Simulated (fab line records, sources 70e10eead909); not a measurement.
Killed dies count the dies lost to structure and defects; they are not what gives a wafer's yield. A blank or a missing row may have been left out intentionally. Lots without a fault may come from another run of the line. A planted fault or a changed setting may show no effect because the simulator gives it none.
Commonality check across tools + flow nand_harc + 40 wafers sampled across 14 lots

== WHY THIS WAS OPENED ==
At NHARC_P_GATE_CD_MEAS_26 the reading cd_nm is flagged on 2 of 14 lots. No-fault wafers: 120.0 nm, standard deviation 0.65.
Rule: a lot gets a flag if all its wafers with a number sit over 4 standard deviations from that mean, or if no wafer of it has a number. The other lots count as sound.

| lot  | measured     | on        | cd_nm (nm), wafer by wafer | flag    |
|------|--------------|-----------|----------------------------|---------|
| L310 | day 5 11:07  | cd_sem-03 | 119.4 119.9 119.6          |         |
| L312 | day 5 16:27  | cd_sem-02 | 120.2 120.8 120.9          |         |
| L311 | day 5 16:55  | cd_sem-03 | 119.9 120.6 120.1          |         |
| L314 | day 6 17:25  | cd_sem-02 | 119.8 119.4 120.7          |         |
| L313 | day 6 17:37  | cd_sem-01 | 120.5 120.9 120.5          |         |
| L315 | day 7 11:23  | cd_sem-03 | 120.0 120.2 119.4          |         |
| L316 | day 7 11:50  | cd_sem-03 | 119.8 119.8 119.2          |         |
| L317 | day 8 00:34  | cd_sem-01 | 119.3 120.1 119.6          |         |
| L318 | day 8 07:10  | cd_sem-01 | 120.2 119.5 119.8          |         |
| L327 | day 12 01:57 | cd_sem-03 | 105.3 105.3                | FLAGGED |
| L328 | day 12 10:28 | cd_sem-03 | 106.1 106.0                | FLAGGED |
| L330 | day 13 08:11 | cd_sem-02 | 121.1 120.6 120.7          |         |
| L331 | day 13 15:22 | cd_sem-02 | 119.0 118.7 119.7          |         |
| L333 | day 14 18:17 | cd_sem-03 | 119.6 120.4 121.1          |         |
On average the flagged lots' numbers are 105.7 nm, which is -14.3 nm against the usual, or -22 standard deviations.

== TOOL THAT RAN EACH LOT ==
The record keeps 1 process step preceding the reading, out of 1302 steps on the route. Cell contents, in order: the tool; ch with the chambers the sampled wafers went through; the start.
| lot  | flag    | NHARC_P_GATE_PEB_24               |
|------|---------|-----------------------------------|
| L310 |         | litho_track-06 ch 0, day 5 11:02  |
| L312 |         | litho_track-04 ch 0, day 5 16:22  |
| L311 |         | litho_track-06 ch 0, day 5 16:50  |
| L314 |         | litho_track-06 ch 0, day 6 17:20  |
| L313 |         | litho_track-01 ch 0, day 6 17:32  |
| L315 |         | litho_track-06 ch 0, day 7 11:19  |
| L316 |         | litho_track-04 ch 0, day 7 11:46  |
| L317 |         | litho_track-06 ch 0, day 8 00:29  |
| L318 |         | litho_track-01 ch 0, day 8 07:05  |
| L327 | FLAGGED | litho_track-04 ch 0, day 12 01:52 |
| L328 | FLAGGED | litho_track-04 ch 0, day 12 10:22 |
| L330 |         | litho_track-06 ch 0, day 13 08:06 |
| L331 |         | litho_track-01 ch 0, day 13 15:17 |
| L333 |         | litho_track-06 ch 0, day 14 18:12 |
These steps, and what they do:
- NHARC_P_GATE_PEB_24: peb time 65 s.
- NHARC_P_GATE_CD_MEAS_26: target cd 120 nm.

== FLAGGED AGAINST TOTAL, ONE TOOL AT A TIME (gauges that did the reading follow at the end) ==
| step                    | tool           | lots run | flagged | share of the flagged lots | sound lots run after its first flagged lot |
|-------------------------|----------------|----------|---------|---------------------------|--------------------------------------------|
| NHARC_P_GATE_PEB_24     | litho_track-01 | 3        | 0       | none                      | -                                          |
| NHARC_P_GATE_PEB_24     | litho_track-04 | 4        | 2       | all                       | 0                                          |
| NHARC_P_GATE_PEB_24     | litho_track-06 | 7        | 0       | none                      | -                                          |
| NHARC_P_GATE_CD_MEAS_26 | cd_sem-01      | 3        | 0       | none                      | -                                          |
| NHARC_P_GATE_CD_MEAS_26 | cd_sem-02      | 4        | 0       | none                      | -                                          |
| NHARC_P_GATE_CD_MEAS_26 | cd_sem-03      | 7        | 2       | all                       | 1 (L333)                                   |

== THE TABLE: WHAT IT ALLOWS ==
litho_track-04 at NHARC_P_GATE_PEB_24 and cd_sem-03 at NHARC_P_GATE_CD_MEAS_26 are the 2 rows of the table that ran each flagged lot.
- litho_track-04 at NHARC_P_GATE_PEB_24 ran 4 lots, 2 of them flagged. It ran its last sound lot, L316, at day 7 11:46 and its first flagged lot, L327, at day 12 01:52: a fault with its onset between the two fits.
- cd_sem-03 at NHARC_P_GATE_CD_MEAS_26 ran 7 lots, 2 of them flagged. Sound lots followed the first flagged one (L333) on it, something a lasting fault affecting the whole tool could not allow.
Left over: one tool, litho_track-04 at NHARC_P_GATE_PEB_24.

== WHAT HAD BEEN PUT IN BY THE SIMULATOR ==
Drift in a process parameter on litho_track-04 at NHARC_P_GATE_PEB_24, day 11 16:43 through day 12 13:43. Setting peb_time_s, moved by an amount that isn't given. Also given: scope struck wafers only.
Shown lots that were struck: L327, L328. This agrees with what the rule above found.
